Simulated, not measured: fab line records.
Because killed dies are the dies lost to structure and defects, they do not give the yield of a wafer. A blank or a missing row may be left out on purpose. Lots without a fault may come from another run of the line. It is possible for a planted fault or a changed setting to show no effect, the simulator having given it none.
Matching of chambers    flow n5 finfet    4 sister chambers for N5_BEOL_M10_CMP_52 on cmp-02
The step polishes, stops on SiCOH lowk, t overpolish 7 s, target thk 140 nm. 14 wafers are shown with their chamber, then 7 later ones without.

== WAFERS WITH THEIR CHAMBER ==
wafer   chamber  motor current A (A)  time to endpoint s (s)  barrier field endpoint s (s)
L075.2  1        6.7                  62.5                    28.7
L075.5  0        5.9                  58.8                    28.1
L075.6  3        5.9                  61.6                    28.9
L078.3  1        7.1                  70.7                    29.9
L078.4  0        5.9                  60.9                    28.9
L078.5  0        5.9                  61.9                    29.9
L083.1  2        6.1                  66.6                    29.0
L083.4  3        5.9                  65.7                    28.0
L083.5  0        6.2                  63.4                    30.5
L085.2  3        6.2                  60.8                    28.5
L085.3  1        6.8                  62.4                    28.7
L085.4  2        5.9                  62.3                    28.9
L089.1  1        7.2                  66.9                    29.3
L089.4  2        6.0                  62.6                    28.6

SIGNATURES (averages over the wafers above)
reading                   chamber 0  chamber 1  chamber 2  chamber 3  scatter within a chamber
motor current A           5.975      6.950      6.000      6.000      0.178
time to endpoint s        61.250     65.625     63.833     62.700     2.9
barrier field endpoint s  29.350     29.150     28.833     28.467     0.698
Rule: for a wafer and a chamber, the distance is found by dividing, reading by reading, the gap between the wafer's reading and the chamber's mean by the reading's scatter, squaring, summing and taking the root. The wafer belongs to the nearest chamber; if the next one is less than 2 further off, it can't be placed. How the scatter is found: for the shown wafers, subtract from each reading the mean of its chamber, square and add these, divide the total by (wafers less chambers), then take the root.

== WAFERS WITHOUT THEIR CHAMBER ==
wafer   motor current A (A)  time to endpoint s (s)  barrier field endpoint s (s)
L089.5  7.3                  67.1                    29.2
L088.1  6.3                  61.5                    27.3
L088.2  5.5                  60.2                    27.9
L088.5  6.0                  61.2                    28.3
L093.3  7.2                  62.0                    28.8
L093.5  5.7                  64.9                    28.9
L093.6  6.1                  63.4                    29.2

== CHAMBER TAKEN BY EACH ==
wafer   from the rows above           in truth
L089.5  1                             1
L088.1  can't be placed: 3 or 2 or 0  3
L088.2  can't be placed: 3 or 2 or 0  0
L088.5  can't be placed: 3 or 2 or 0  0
L093.3  1                             1
L093.5  can't be placed: 2 or 3 or 0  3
L093.6  can't be placed: 2 or 0 or 3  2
2 of 7 placed correctly. These rows do not allow placing 5 (true chamber among the candidates in 5). Placed wrongly: 0.
